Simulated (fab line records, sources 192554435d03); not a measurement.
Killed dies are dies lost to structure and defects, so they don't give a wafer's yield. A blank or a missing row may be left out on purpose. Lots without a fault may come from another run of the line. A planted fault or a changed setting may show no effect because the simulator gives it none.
A struck lot beside a sound one | flow n5_finfet | 32 steps out of a route of 1938
Sound: wafers L275.1, L275.3, L275.6. Struck: wafers L262.3, L262.5. (L262.2 of the same lot was not struck and is left out.) The cause comes at the end.
At each step with rows: each side's tool, then ch and its chambers, then its first start. Under that, the readings that differ: sound wafers | struck wafers | difference of the means | sigmas: that difference in standard deviations of wafers without a fault.
alike: readings whose means differ by less than 2 such deviations, and words and numbers that are the same on both sides. not compared: withheld readings, readings that some wafer has no value for, bounds like >300 that may hide the same value, and numbers for which the record gives no deviation and whose values overlap.
The two part at a step that has a row with sigmas, a row that says differs or no value, or rows on one side only. Numbers that don't overlap but have no deviation are shown without sigmas and don't part them. A reading that every wafer of one side lacks parts them only if that side has two wafers or more.

first, 9 steps without rows for these wafers: N5_BEOL_M7_DESCUM_33 (chemistry O2, time 7 s); N5_BEOL_M7_ETCH_72 (etches underlayer in N2/H2, target depth 6.5 nm, time 5.2 s); N5_BEOL_M7_ETCH_65 (etches SiARC in CF4, target depth 15.6 nm, time 26 s); N5_BEOL_M7_ETCH_66 (etches SOC in N2/H2, target depth 80 nm, overetch 16 nm, time 120 s); N5_BEOL_M7_STRIP_69 (strips in N2/H2); N5_BEOL_M7_STRIP_73 (strips in N2/H2); N5_BEOL_M7_VIA_ETCH_34 (etches SiCOH lowk in C4F6/O2, target depth 125.5 nm, time 50.5 s); N5_BEOL_M7_STRIP_76 (strips in C4F6/O2); N5_BEOL_M7_STRIP_36 (strips in N2/H2).
N5_BEOL_M7_TRENCH_ETCH_37: etches SiCOH lowk in C4F6/O2, target depth 93.478 nm, time 31.2 s.
  sound on rie_diel-03 ch 1,2,3, day 15 11:40; struck on rie_diel-03 ch 0,1, day 11 18:07
  reading                             | sound             | struck      | difference | sigmas
  run_length_s (s)                    | 54.3 54.8 54.0    | 57.5 56.5   | +2.6       | +5
  model.BEOL_M7.feature_depth_nm (nm) | 92.2 93.4 94.4    | 99.8 98     | +5.6       |
  model.etch.depth_nm (nm)            | 92.18 93.34 94.35 | 99.82 97.92 | +5.58      |
  alike: O2_flow_sccm, drypump_motor_current_A, oes_product_au, rf_vpp_V, showerhead_plenum_p_Torr, throttle_valve_pct
  not compared: rf_hours_counter_h
then, 2 steps without rows for these wafers: N5_BEOL_M7_ETCH_41 (etches SiCN in CH3F/O2, target depth 31.9 nm, time 57.8 s); N5_BEOL_M7_STRIP_80 (strips in N2/H2, time 10 s).
N5_BEOL_M7_OCD_MEAS_38:
  sound on ocd-02, day 15 11:49; struck on ocd-01, day 11 18:16
  reading              | sound          | struck     | difference | sigmas
  trench_depth_nm (nm) | 92.6 93.3 94.0 | 100.0 97.7 | +5.5       | +5
then, 13 steps without rows for these wafers: N5_BEOL_M7_HM_STRIP_39 (strips TiN in peroxide tin strip, target depth 25 nm, time 158 s); N5_BEOL_M7_SRD_40 (time 30 s); N5_BEOL_M7_PRECLEAN_42 (cleans in residue remover, time 60 s); N5_BEOL_M7_SRD_43 (time 30 s); N5_BEOL_M7_CURE_75 (cures SiCOH lowk, time 120 s); N5_BEOL_M7_DEGAS_44 (time 60 s); N5_BEOL_M7_PRE_CLEAN_45 (time 30 s); N5_BEOL_M7_ALD_77 (deposits TaN, target thk 2 nm, pulse time 2 s, purge time 3 s); N5_BEOL_M7_SURFACE_TREAT_79; N5_BEOL_M7_CVD_78 (deposits Co from CCTBA/H2, target thk 2 nm, time 142.3 s); N5_BEOL_M7_SPUTTER_48 (material Cu, target thk 10 nm, time 1.667 s); N5_BEOL_M7_ECD_50 (material Cu, target thk 300 nm); N5_BEOL_M7_ANNEAL_51 (time 90 s).
N5_BEOL_M7_CMP_52: polishes, stops on SiCOH lowk, t overpolish 6.9 s, target thk 80 nm.
  sound on cmp-04 ch 0,1,2, day 15 14:07; struck on cmp-03 ch 2, day 11 21:57
  reading                                | sound        | struck  | difference | sigmas
  model.Cu_of_BEOL_M7_ECD_50.thk_nm (nm) | 80.4 81.4 82 | 86.2 85 | +4.3       |
  alike: barrier_field_endpoint_s, motor_current_A, overpolish_run_s, time_to_endpoint_s
N5_BEOL_M7_THK_MEAS_53: measures by xrf.
  sound on film_metro-01, day 15 14:20; struck on film_metro-02, day 11 22:13
  alike: M7_THK
then, 2 steps without rows for these wafers: N5_BEOL_M7_PRE_CLEAN_55 (time 15 s); N5_BEOL_M7_DEP_56 (deposits SiCN from 3MS/NH3, target thk 10 nm, time 17.5 s).
N5_BEOL_M7_RS_MEAS_57: measures by four-point-probe.
  sound on film_metro-02, day 15 14:28; struck on film_metro-02, day 11 22:20
  reading        | sound             | struck      | difference | sigmas
  M7_RS (ohm/sq) | 0.285 0.280 0.278 | 0.262 0.267 | -0.017     | -2
-- the record jumps here: 3 days lie between the struck wafers' starts before and after (it left off in module BEOL_M7 and takes up again in module PASSIVATION, whose first step shown is number 1936 of the route) --
N5_PASSIVATION_PROBE_49:
  sound on prober-02, day 18 20:10; struck on prober-02, day 14 23:34
  reading            | sound    | struck | difference | sigmas
  killed_at_M0_to_M3 | 20 21 22 | 40 45  | +22        | +2
  alike: defect_limited_yield, killed_at_M4_up, killed_at_contacts, killed_at_front_end, killed_at_other, killed_dies, killed_on_rim, killed_open, killed_short, sort_bin_5_function, sort_bin_6_memory, sort_n_pass, sort_yield_pct

WHERE THEY PART
First at N5_BEOL_M7_TRENCH_ETCH_37; last, within this record, at N5_PASSIVATION_PROBE_49.

WHY: what the simulator had put in
Process parameter drift: rie_diel-03, from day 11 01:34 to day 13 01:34, at N5_BEOL_M7_TRENCH_ETCH_37. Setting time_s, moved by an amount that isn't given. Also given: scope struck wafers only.
